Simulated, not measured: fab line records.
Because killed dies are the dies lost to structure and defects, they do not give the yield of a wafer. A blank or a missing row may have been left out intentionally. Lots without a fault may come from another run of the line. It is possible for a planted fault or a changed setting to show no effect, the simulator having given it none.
fab line records ; flow n5-finfet ; part 1 of 2: steps 1 to 23 of 31
[record] lots = 5; wafers = 15; last-day = 19
route steps=1938 shown BEOL_M2@851
lots that met no fault: from a run of the same line without faults
start-h: hours from the record's first day to the start of the lot's first wafer shown ; wait-h: how many hours have passed since the lot's step before this one ; " as in the row above ; L1.1+2: one row covering several wafers at once ; - no value, or no start given ; * or withheld: withheld ; < > ~ a bound
route shown NAME@n: NAME is a module with steps in the file, n the number in the route of the first one ; usual: the fault-free wafers' mean and standard deviation ; same: alike in all rows ; chamber/n: place in a boat ; sites: readings site by site ; _std_site: their standard deviation ; _edge_site: outer sites' mean less inner sites' ; radius-mm: for every site, how far away it sits from the centre of the wafer ; mask NAME#n: copy n ; behind: the last tool/chamber to shape the wafer ; hold: reason for holding the lot/hours on hold/outcome of the hold ; device: transistor that didn't switch, given as n, p or np ; end of line: the route-end tests of the same wafers ; where a step has no rows: the recipe by itself ; killed: at the first sort, the dies lost to defects and structure; wafer yield is something else ; map: dies across one wafer; x = killed, . = not, _ = none there
set.NAME: the setting the step ran with; set.NAME@STEP: the setting that earlier step ran with ; model.NAME: the simulator's own value behind a step, which no gauge read
lots seen at some steps along the route; tables by step, rows by wafer
services: from which hour (start-h, from the record's first day; less than 0 if before it) a tool's chamber was out of use, for how many hours, and why
[[steps]]
[step N5_BEOL_M2_EXPOSE_08]
[recipe] mask-id = M2; na = 0.33; source-shape = dipole; sigma-inner = 0.369; sigma-outer = 0.767; polarization = unpolarized; dose-mj = 41.25
lot.wafer;tool;chamber;start-h;wait-h;mask
L077.2+3+6;euv-scanner-01;0;149.07;-;M2#0
L081.2+5+6;euv-scanner-02;0;192.69;-;M2#0
L085.1+5+6;euv-scanner-01;0;210.92;-;M2#0
L089.1+4+5;euv-scanner-01;0;231.02;-;M2#0
L093.2+3+5;euv-scanner-01;0;250.28;-;M2#0
[step N5_BEOL_M2_PEB_09]
[recipe] peb-temp-c = 100; peb-time-s = 60; resist = CAR-EUV
lot.wafer;tool;chamber;start-h;wait-h
L077.2+3+6;litho-track-01;0;149.13;0.1
L081.2+5+6;litho-track-01;0;192.75;0.1
L085.1+5+6;litho-track-05;0;210.98;0.1
L089.1+4+5;litho-track-05;0;231.09;0.1
L093.2+3+5;litho-track-05;0;250.34;0.1
[step N5_BEOL_M2_DEVELOP_10]
[recipe] develop-time-s = 30; developer = TMAH; resist = CAR-EUV; rinse-liquid = surfactant-rinse; dry = air-spin; dev-temp-c = 23
[same] develop-time-s = 30
lot.wafer;tool;chamber;start-h;wait-h
L077.2+3+6;litho-track-01;0;-;-
L081.2+5+6;litho-track-01;0;-;-
L085.1+5+6;litho-track-05;0;-;-
L089.1+4+5;litho-track-05;0;-;-
L093.2+3+5;litho-track-05;0;-;-
[step N5_BEOL_M2_CD_MEAS_11]
[recipe] target-cd-nm = 16.79; landing-energy-ev = 500; detector = se-inlens; polarity = opening
[usual] cd-nm = 16.74/0.23
lot.wafer;tool;chamber;start-h;wait-h;cd-nm
L077.2;cd-sem-02;0;149.20;-;16.58
L077.3;cd-sem-02;0;149.20;-;16.57
L077.6;cd-sem-02;0;149.20;-;16.29
L081.2;cd-sem-02;0;192.82;-;16.85
L081.5;cd-sem-02;0;192.82;-;16.36
L081.6;cd-sem-02;0;192.82;-;16.58
L085.1;cd-sem-02;0;211.05;-;16.68
L085.5;cd-sem-02;0;211.05;-;16.97
L085.6;cd-sem-02;0;211.05;-;16.78
L089.1;cd-sem-01;0;231.16;-;16.56
L089.4;cd-sem-01;0;231.16;-;16.62
L089.5;cd-sem-01;0;231.16;-;16.44
L093.2;cd-sem-01;0;250.41;-;16.72
L093.3;cd-sem-01;0;250.41;-;15.85
L093.5;cd-sem-01;0;250.41;-;17.00
[step N5_BEOL_M2_OVL_MEAS_12]
[recipe] points-per-wafer = 522
[usual] M2_OVL = 0.0/0.74
lot.wafer;tool;chamber;start-h;wait-h;M2_OVL[nm]
L077.2;overlay-02;0;149.23;0.0;0.6
L077.3;overlay-02;0;149.23;0.0;0.4
L077.6;overlay-02;0;149.23;0.0;0.3
L081.2;overlay-01;0;192.86;0.0;-0.2
L081.5;overlay-01;0;192.86;0.0;-0.5
L081.6;overlay-01;0;192.86;0.0;-0.3
L085.1;overlay-01;0;211.08;0.0;-1.3
L085.5;overlay-01;0;211.08;0.0;-1.9
L085.6;overlay-01;0;211.08;0.0;-0.4
L089.1;overlay-01;0;231.19;0.0;-0.8
L089.4;overlay-01;0;231.19;0.0;-0.2
L089.5;overlay-01;0;231.19;0.0;-0.4
L093.2;overlay-01;0;250.44;0.0;-1.0
L093.3;overlay-01;0;250.44;0.0;0.1
L093.5;overlay-01;0;250.44;0.0;-1.3
[step N5_BEOL_M2_INSPECT_13]
[recipe] mode = adi; inspect-instrument = brightfield
[usual] raw-defect-count = 411/96
lot.wafer;tool;chamber;start-h;wait-h;raw-defect-count
L077.2;defect-inspect-02;-;149.28;0.0;657
L077.3;defect-inspect-02;-;149.28;0.0;403
L077.6;defect-inspect-02;-;149.28;0.0;432
L081.2;defect-inspect-02;-;192.91;0.0;311
L081.5;defect-inspect-02;-;192.91;0.0;365
L081.6;defect-inspect-02;-;192.91;0.0;330
L085.1;defect-inspect-02;-;211.14;0.1;472
L085.5;defect-inspect-02;-;211.14;0.1;522
L085.6;defect-inspect-02;-;211.14;0.1;849
L089.1;defect-inspect-01;-;231.24;0.1;243
L089.4;defect-inspect-01;-;231.24;0.1;393
L089.5;defect-inspect-01;-;231.24;0.1;232
L093.2;defect-inspect-02;-;250.50;0.0;372
L093.3;defect-inspect-02;-;250.50;0.0;409
L093.5;defect-inspect-02;-;250.50;0.0;446
[step N5_BEOL_M2_DESCUM_16]
[recipe] chemistry = O2; time-s = 7; source-power-w = 50; bias-power-w = 20; pressure-mtorr = 20; rf-frequency-hz = 2.712e+07; temp-c = 40; resist = CAR-EUV; o2-flow-sccm = 225
[usual] drypump-motor-current-A = 5.9/0.49; oes-product-au = 0.78/0.1; rf-vpp-V = 242.9/1.4; showerhead-plenum-p-Torr = 2.08/0.075; temp-c = 39.99/0.12; throttle-valve-pct = 20.4/0.32
lot.wafer;tool;chamber;start-h;wait-h;drypump-motor-current-A;oes-product-au;rf-hours-counter-h;rf-vpp-V;showerhead-plenum-p-Torr;temp-c;throttle-valve-pct
L077.2;rie-diel-03;1;149.32;0.0;5.2;0.69;240;243.6;2.15;39.93;20.4
L077.3;rie-diel-03;3;149.32;0.0;6.5;0.72;196;245.1;2.17;40.08;20.5
L077.6;rie-diel-03;1;149.32;0.0;5.2;0.69;-;243.6;2.15;39.60;20.5
L081.2;rie-diel-04;1;193.01;0.1;6.4;0.96;5;245.5;2.14;40.07;20.0
L081.5;rie-diel-04;1;193.01;0.1;6.4;0.95;-;243.3;2.14;40.16;20.1
L081.6;rie-diel-04;0;193.01;0.1;6.0;0.75;-;244.5;2.11;40.00;20.9
L085.1;rie-diel-04;3;211.26;0.1;5.2;0.68;248;241.0;1.97;40.18;20.3
L085.5;rie-diel-04;3;211.26;0.1;5.1;0.68;-;241.9;1.97;39.93;20.3
L085.6;rie-diel-04;2;211.26;0.1;5.6;0.71;-;241.6;2.01;40.01;20.8
L089.1;rie-diel-01;3;231.34;0.1;6.0;0.90;52;242.6;2.05;39.96;20.1
L089.4;rie-diel-01;0;231.34;0.1;6.4;0.71;210;245.0;2.15;39.88;20.7
L089.5;rie-diel-01;3;231.34;0.1;6.0;0.91;-;243.4;2.05;40.13;20.0
L093.2;rie-diel-01;0;250.57;0.1;6.4;0.71;217;243.8;2.15;39.71;20.7
L093.3;rie-diel-01;2;250.57;0.1;6.6;0.74;177;241.9;2.01;40.00;21.0
L093.5;rie-diel-01;0;250.57;0.1;6.4;0.70;-;244.7;2.15;40.04;20.7
[step N5_BEOL_M2_ETCH_74]
[recipe] chemistry = N2/H2; target = underlayer; target-depth-a = 65; mask-material = CAR-EUV; time-s = 5.2; ion-energy-ev = 200; pressure-mtorr = 30; source-w = 840; bias-w = 150; n2-flow-sccm = 200; h2-flow-sccm = 200; ends = cleared
[usual] drypump-motor-current-A = 5.9/0.49; etch-rf-on-time-s = 5.27/0.1; oes-product-au = 0.66/0.085; rf-vpp-V = 523.3/2.9; showerhead-plenum-p-Torr = 2.53/0.098; throttle-valve-pct = 17.8/0.32
lot.wafer;tool;chamber;start-h;wait-h;drypump-motor-current-A;etch-rf-on-time-s;oes-product-au;rf-hours-counter-h;rf-vpp-V;showerhead-plenum-p-Torr;throttle-valve-pct
L077.2;rie-diel-03;1;149.35;0.0;5.2;5.37;0.58;240;525.5;2.62;17.9
L077.3;rie-diel-03;3;149.35;0.0;6.5;5.37;0.61;196;527.3;2.64;18.0
L077.6;rie-diel-03;1;149.35;0.0;5.2;5.34;0.58;-;524.4;2.62;17.9
L081.2;rie-diel-04;1;193.04;0.0;6.4;5.35;0.79;5;526.2;2.61;17.6
L081.5;rie-diel-04;1;193.04;0.0;6.4;5.30;0.79;-;525.3;2.61;17.6
L081.6;rie-diel-04;0;193.04;0.0;6.0;5.35;0.64;-;524.5;2.55;18.3
L085.1;rie-diel-04;3;211.29;0.0;5.2;5.33;0.58;248;521.9;2.39;17.7
L085.5;rie-diel-04;3;211.29;0.0;5.1;5.39;0.58;-;519.5;2.39;17.7
L085.6;rie-diel-04;2;211.29;0.0;5.5;5.21;0.61;-;520.6;2.42;18.1
L089.1;rie-diel-01;3;231.37;0.0;6.0;5.01;0.77;52;522.7;2.46;17.2
L089.4;rie-diel-01;0;231.37;0.0;6.4;5.22;0.61;210;524.2;2.61;18.1
L089.5;rie-diel-01;3;231.37;0.0;6.0;5.03;0.76;-;521.8;2.46;17.3
L093.2;rie-diel-01;0;250.60;0.0;6.4;5.32;0.59;217;524.1;2.61;18.1
L093.3;rie-diel-01;2;250.60;0.0;6.5;5.27;0.63;177;520.3;2.43;18.4
L093.5;rie-diel-01;0;250.60;0.0;6.5;5.33;0.60;-;523.7;2.61;18.1
[step N5_BEOL_M2_ETCH_63]
[recipe] chemistry = CF4; target = SiARC; target-depth-a = 156; mask-material = CAR-EUV; time-s = 26; ion-energy-ev = 80; pressure-mtorr = 40; source-w = 545; bias-w = 36; Ar_flow_sccm = 100; cf4-flow-sccm = 100; ends = cleared
[usual] drypump-motor-current-A = 5.9/0.49; etch-rf-on-time-s = 26.4/0.49; oes-product-au = 0.66/0.085; rf-vpp-V = 183.9/1.3; showerhead-plenum-p-Torr = 2.13/0.075; throttle-valve-pct = 15.6/0.31
lot.wafer;tool;chamber;start-h;wait-h;drypump-motor-current-A;etch-rf-on-time-s;oes-product-au;rf-hours-counter-h;rf-vpp-V;showerhead-plenum-p-Torr;throttle-valve-pct
L077.2;rie-diel-03;1;149.37;0.0;5.2;26.6;0.59;240;184.9;2.19;15.6
L077.3;rie-diel-03;3;149.37;0.0;6.5;26.7;0.61;196;184.7;2.21;15.6
L077.6;rie-diel-03;1;149.37;0.0;5.2;26.6;0.59;-;184.6;2.19;15.6
L081.2;rie-diel-04;1;193.06;0.0;6.4;26.8;0.79;5;184.3;2.18;15.2
L081.5;rie-diel-04;1;193.06;0.0;6.4;26.6;0.79;-;183.4;2.18;15.2
L081.6;rie-diel-04;0;193.06;0.0;6.0;26.3;0.64;-;183.8;2.15;16.0
L085.1;rie-diel-04;3;211.31;0.0;5.2;27.3;0.58;248;183.4;2.02;15.6
L085.5;rie-diel-04;3;211.31;0.0;5.2;27.1;0.57;-;181.9;2.02;15.6
L085.6;rie-diel-04;2;211.31;0.0;5.6;26.7;0.60;-;183.2;2.05;15.9
L089.1;rie-diel-01;3;231.39;0.0;5.9;25.6;0.76;52;182.5;2.09;15.2
L089.4;rie-diel-01;0;231.39;0.0;6.4;26.5;0.60;210;185.4;2.21;16.0
L089.5;rie-diel-01;3;231.39;0.0;5.9;25.6;0.77;-;184.9;2.09;15.2
L093.2;rie-diel-01;0;250.62;0.0;6.4;26.4;0.60;217;184.9;2.21;16.0
L093.3;rie-diel-01;2;250.62;0.0;6.6;26.3;0.63;177;183.2;2.05;16.0
L093.5;rie-diel-01;0;250.62;0.0;6.4;26.3;0.59;-;186.6;2.21;16.0
[step N5_BEOL_M2_ETCH_64]
[recipe] chemistry = N2/H2; target = SOC; target-depth-a = 750; overetch-a = 225; mask-material = SiARC; temp-c = 40; time-s = 121.9; ion-energy-ev = 200; pressure-mtorr = 30; source-w = 840; bias-w = 150; n2-flow-sccm = 200; h2-flow-sccm = 200
[usual] drypump-motor-current-A = 5.9/0.49; oes-product-au = 0.60/0.072; rf-vpp-V = 523.3/2.7; showerhead-plenum-p-Torr = 2.53/0.098; temp-c = 40.00/0.12; throttle-valve-pct = 17.8/0.33
lot.wafer;tool;chamber;start-h;wait-h;drypump-motor-current-A;oes-product-au;rf-hours-counter-h;rf-vpp-V;showerhead-plenum-p-Torr;temp-c;throttle-valve-pct
L077.2;rie-diel-03;1;149.40;0.0;5.2;0.53;240;525.8;2.62;39.68;17.9
L077.3;rie-diel-03;3;149.40;0.0;6.5;0.56;196;526.5;2.64;39.91;17.9
L077.6;rie-diel-03;1;149.40;0.0;5.2;0.53;-;524.5;2.62;39.88;17.9
L081.2;rie-diel-04;1;193.09;0.0;6.4;0.71;5;526.2;2.61;40.03;17.5
L081.5;rie-diel-04;1;193.09;0.0;6.4;0.72;-;523.8;2.61;39.95;17.5
L081.6;rie-diel-04;0;193.09;0.0;6.0;0.57;-;523.7;2.55;40.05;18.3
L085.1;rie-diel-04;3;211.34;0.0;5.2;0.53;248;519.9;2.39;40.15;17.7
L085.5;rie-diel-04;3;211.34;0.0;5.2;0.52;-;520.1;2.39;40.21;17.7
L085.6;rie-diel-04;2;211.34;0.0;5.6;0.55;-;520.3;2.42;40.00;18.1
L089.1;rie-diel-01;3;231.42;0.0;6.0;0.67;52;521.3;2.46;40.22;17.2
L089.4;rie-diel-01;0;231.42;0.0;6.4;0.54;210;526.4;2.61;39.88;18.0
L089.5;rie-diel-01;3;231.42;0.0;6.0;0.67;-;522.1;2.46;39.94;17.2
L093.2;rie-diel-01;0;250.65;0.0;6.4;0.54;217;526.1;2.61;39.87;18.1
L093.3;rie-diel-01;2;250.65;0.0;6.6;0.56;177;521.2;2.43;39.97;18.3
L093.5;rie-diel-01;0;250.65;0.0;6.4;0.53;-;524.5;2.61;39.81;18.0
[step N5_BEOL_M2_STRIP_65]
[recipe] chemistry = N2/H2; temp-c = 40; n2-flow-sccm = 200; h2-flow-sccm = 200; rf-frequency-hz = 6e+07
lot.wafer;tool;chamber;start-h;wait-h
L077.2+3+6;rie-diel-03;1,3,1;149.51;0.1
L081.2+5+6;rie-diel-04;1,1,0;193.20;0.1
L085.1+5+6;rie-diel-04;3,3,2;211.45;0.1
L089.1+4+5;rie-diel-01;3,0,3;231.53;0.1
L093.2+3+5;rie-diel-01;0,2,0;250.76;0.1
[step N5_BEOL_M2_STRIP_75]
[recipe] chemistry = N2/H2; temp-c = 40; n2-flow-sccm = 200; h2-flow-sccm = 200; rf-frequency-hz = 6e+07
lot.wafer;tool;chamber;start-h;wait-h
L077.2+3+6;rie-diel-03;1,3,1;149.52;0.0
L081.2+5+6;rie-diel-04;1,1,0;193.21;0.0
L085.1+5+6;rie-diel-04;3,3,2;211.46;0.0
L089.1+4+5;rie-diel-01;3,0,3;231.54;0.0
L093.2+3+5;rie-diel-01;0,2,0;250.77;0.0
[step N5_BEOL_M2_STRIP_66]
[recipe] chemistry = CF4; resist = SiARC; power-w = 300; bias-power-w = 75; pressure-mtorr = 50; cf4-flow-sccm = 150; rf-frequency-hz = 6e+07
[usual] drypump-motor-current-A = 5.9/0.49; oes-product-au = 0.78/0.093; rf-vpp-V = 271.0/1.7; showerhead-plenum-p-Torr = 1.78/0.061; throttle-valve-pct = 13.6/0.33
lot.wafer;tool;chamber;start-h;wait-h;drypump-motor-current-A;oes-product-au;rf-hours-counter-h;rf-vpp-V;showerhead-plenum-p-Torr;throttle-valve-pct
L077.2;rie-diel-03;1;149.53;0.0;5.2;0.69;240;273.0;1.83;13.7
L077.3;rie-diel-03;3;149.53;0.0;6.5;0.72;196;272.7;1.86;13.6
L077.6;rie-diel-03;1;149.53;0.0;5.2;0.70;-;273.4;1.83;13.7
L081.2;rie-diel-04;1;193.22;0.0;6.4;0.93;5;271.9;1.82;13.1
L081.5;rie-diel-04;1;193.22;0.0;6.4;0.94;-;272.7;1.81;13.1
L081.6;rie-diel-04;0;193.22;0.0;6.0;0.75;-;270.8;1.80;13.9
L085.1;rie-diel-04;3;211.47;0.0;5.2;0.69;248;269.3;1.69;13.6
L085.5;rie-diel-04;3;211.47;0.0;5.2;0.69;-;269.1;1.69;13.6
L085.6;rie-diel-04;2;211.47;0.0;5.6;0.71;-;271.0;1.73;13.9
L089.1;rie-diel-01;3;231.55;0.0;6.0;0.87;52;271.4;1.75;13.1
L089.4;rie-diel-01;0;231.55;0.0;6.4;0.70;210;270.3;1.85;13.9
L089.5;rie-diel-01;3;231.55;0.0;5.9;0.86;-;270.4;1.75;13.1
L093.2;rie-diel-01;0;250.78;0.0;6.4;0.70;217;272.5;1.85;13.9
L093.3;rie-diel-01;2;250.78;0.0;6.5;0.73;177;270.0;1.73;14.0
L093.5;rie-diel-01;0;250.78;0.0;6.4;0.70;-;271.8;1.85;14.0
[step N5_BEOL_M2_HM_OPEN_17]
[recipe] chemistry = Cl2/BCl3; target-depth-a = 200; overetch-a = 60; target = TiN; mask-material = SOC; ion-energy-ev = 150; pressure-mtorr = 10; icp-w = 1000; bias-w = 126; Cl2_flow_sccm = 53.25; bcl3-flow-sccm = 21.75; Ar_flow_sccm = 25
[usual] drypump-motor-current-A = 5.3/0.39; oes-product-au = 0.66/0.095; throttle-valve-pct = 22.2/0.35
lot.wafer;tool;chamber;start-h;wait-h;drypump-motor-current-A;oes-product-au;rf-hours-counter-h;throttle-valve-pct
L077.2;rie-metal-01;0;149.57;0.0;4.8;0.50;122;22.6
L077.3;rie-metal-01;0;149.57;0.0;4.8;0.50;-;22.6
L077.6;rie-metal-01;0;149.57;0.0;4.8;0.51;-;22.6
L081.2;rie-metal-01;1;193.27;0.0;5.6;0.51;125;22.7
L081.5;rie-metal-01;0;193.27;0.0;4.8;0.51;-;22.6
L081.6;rie-metal-01;1;193.27;0.0;5.6;0.52;-;22.7
L085.1;rie-metal-02;1;211.51;0.0;5.1;0.76;14;22.1
L085.5;rie-metal-02;1;211.51;0.0;5.1;0.74;-;22.2
L085.6;rie-metal-02;0;211.51;0.0;5.9;0.68;-;21.7
L089.1;rie-metal-02;0;231.59;0.0;5.9;0.67;35;21.7
L089.4;rie-metal-02;1;231.59;0.0;5.1;0.74;-;22.2
L089.5;rie-metal-02;0;231.59;0.0;5.9;0.67;-;21.7
L093.2;rie-metal-02;1;250.82;0.0;5.1;0.74;18;22.1
L093.3;rie-metal-02;1;250.82;0.0;5.1;0.74;-;22.1
L093.5;rie-metal-02;0;250.82;0.0;5.9;0.67;-;21.7
[step N5_BEOL_M2_STRIP_19]
[recipe] chemistry = O2; power-w = 400; temp-c = 40; pressure-mtorr = 30; rf-frequency-hz = 6e+07; bias-power-w = 0; overash-fraction = 0.2; o2-flow-sccm = 225
[usual] drypump-motor-current-A = 5.8/0.5; oes-product-au = 0.77/0.099; rf-vpp-V = 3.6/0.46; showerhead-plenum-p-Torr = 2.09/0.075; temp-c = 40.00/0.12; throttle-valve-pct = 16.69/0.3
lot.wafer;tool;chamber;start-h;wait-h;drypump-motor-current-A;oes-product-au;rf-hours-counter-h;rf-vpp-V;showerhead-plenum-p-Torr;temp-c;throttle-valve-pct
L077.2;rie-diel-04;3;149.68;0.1;5.2;0.71;226;3.9;1.99;39.78;16.59
L077.3;rie-diel-04;0;149.68;0.1;6.0;0.75;122;3.4;2.12;39.94;17.11
L077.6;rie-diel-04;0;149.68;0.1;6.0;0.76;-;3.3;2.12;39.98;17.09
L081.2;rie-diel-03;0;193.42;0.1;5.6;0.68;228;3.3;2.00;39.96;16.76
L081.5;rie-diel-03;0;193.42;0.1;5.6;0.69;-;3.4;2.00;39.98;16.74
L081.6;rie-diel-03;3;193.42;0.1;6.5;0.70;-;3.8;2.17;40.01;16.74
L085.1;rie-diel-04;1;211.62;0.1;6.4;0.93;11;3.4;2.15;40.01;16.30
L085.5;rie-diel-04;1;211.62;0.1;6.4;0.93;-;4.1;2.15;39.87;16.31
L085.6;rie-diel-04;0;211.62;0.1;6.0;0.74;-;3.3;2.11;39.84;17.14
L089.1;rie-diel-03;1;231.70;0.1;5.2;0.92;13;3.9;2.15;39.74;16.25
L089.4;rie-diel-03;2;231.70;0.1;5.3;0.75;144;4.1;2.02;40.10;16.44
L089.5;rie-diel-03;0;231.70;0.1;5.6;0.67;-;4.3;1.99;40.15;16.79
L093.2;rie-diel-01;3;250.93;0.1;6.0;0.89;61;3.4;2.05;40.03;16.31
L093.3;rie-diel-01;2;250.93;0.1;6.6;0.74;177;3.3;2.02;39.99;17.17
L093.5;rie-diel-01;3;250.93;0.1;5.9;0.89;-;3.9;2.05;40.13;16.30
[step N5_BEOL_M2_CD_MEAS_18]
[recipe] pitch-nm = 36; target-cd-nm = 18
[usual] cd-nm = 17.9/0.36
lot.wafer;tool;chamber;start-h;wait-h;cd-nm
L077.2;cd-sem-02;-;149.75;0.1;17.8
L077.3;cd-sem-02;-;149.75;0.1;18.0
L077.6;cd-sem-02;-;149.75;0.1;18.3
L081.2;cd-sem-03;-;193.49;0.1;18.1
L081.5;cd-sem-03;-;193.49;0.1;17.3
L081.6;cd-sem-03;-;193.49;0.1;18.1
L085.1;cd-sem-03;-;211.69;0.0;18.1
L085.5;cd-sem-03;-;211.69;0.0;18.0
L085.6;cd-sem-03;-;211.69;0.0;17.7
L089.1;cd-sem-03;-;231.77;0.0;18.1
L089.4;cd-sem-03;-;231.77;0.0;17.7
L089.5;cd-sem-03;-;231.77;0.0;18.0
L093.2;cd-sem-01;-;251.00;0.1;17.6
L093.3;cd-sem-01;-;251.00;0.1;17.3
L093.5;cd-sem-01;-;251.00;0.1;17.8
[step N5_BEOL_M2_COAT_67]
[recipe] resist = SOC; temp-c = 250; time-s = 60; spin-rpm = 1500; resist-thk-nm = 60
lot.wafer;tool;chamber;start-h;wait-h
L077.2+3+6;litho-track-05;0;149.79;0.0
L081.2+5+6;litho-track-02;0;193.53;0.0
L085.1+5+6;litho-track-02;0;211.73;0.0
L089.1+4+5;litho-track-02;0;231.81;0.0
L093.2+3+5;litho-track-02;0;251.04;0.0
[step N5_BEOL_M2_COAT_68]
[recipe] resist = SiARC; temp-c = 220; time-s = 60; spin-rpm = 1500; resist-thk-nm = 12
lot.wafer;tool;chamber;start-h;wait-h
L077.2+3+6;litho-track-05;0;-;-
L081.2+5+6;litho-track-02;0;-;-
L085.1+5+6;litho-track-02;0;-;-
L089.1+4+5;litho-track-02;0;-;-
L093.2+3+5;litho-track-02;0;-;-
[step N5_BEOL_M2_COAT_76]
[recipe] resist = underlayer; temp-c = 205; time-s = 60; spin-rpm = 1500; resist-thk-nm = 5
lot.wafer;tool;chamber;start-h;wait-h
L077.2+3+6;litho-track-05;0;-;-
L081.2+5+6;litho-track-02;0;-;-
L085.1+5+6;litho-track-02;0;-;-
L089.1+4+5;litho-track-02;0;-;-
L093.2+3+5;litho-track-02;0;-;-
[step N5_BEOL_M2_COAT_22]
[recipe] resist = CAR-EUV; spin-rpm = 1500; resist-thk-nm = 30
lot.wafer;tool;chamber;start-h;wait-h
L077.2+3+6;litho-track-05;0;-;-
L081.2+5+6;litho-track-02;0;-;-
L085.1+5+6;litho-track-02;0;-;-
L089.1+4+5;litho-track-02;0;-;-
L093.2+3+5;litho-track-02;0;-;-
[step N5_BEOL_M2_EBR_24]
[recipe] solvent = PGMEA; ebr-width-mm = 1.5
lot.wafer;tool;chamber;start-h;wait-h
L077.2+3+6;litho-track-05;0;-;-
L081.2+5+6;litho-track-02;0;-;-
L085.1+5+6;litho-track-02;0;-;-
L089.1+4+5;litho-track-02;0;-;-
L093.2+3+5;litho-track-02;0;-;-
[step N5_BEOL_M2_SOFTBAKE_23]
[recipe] temp-c = 110; time-s = 60; resist = CAR-EUV
lot.wafer;tool;chamber;start-h;wait-h
L077.2+3+6;litho-track-05;0;-;-
L081.2+5+6;litho-track-02;0;-;-
L085.1+5+6;litho-track-02;0;-;-
L089.1+4+5;litho-track-02;0;-;-
L093.2+3+5;litho-track-02;0;-;-
[step N5_BEOL_M2_EXPOSE_25]
[recipe] mask-id = V1; na = 0.33; source-shape = quasar; sigma-inner = 0.2; sigma-outer = 0.8; polarization = unpolarized; defocus-nm = 5; dose-mj = 63
lot.wafer;tool;chamber;start-h;wait-h;mask
L077.2+3+6;euv-scanner-02;0;150.06;-;V1#0
L081.2+5+6;euv-scanner-02;0;193.82;-;V1#0
L085.1+5+6;euv-scanner-02;0;211.99;-;V1#0
L089.1+4+5;euv-scanner-01;0;232.07;-;V1#0
L093.2+3+5;euv-scanner-02;0;251.18;-;V1#0
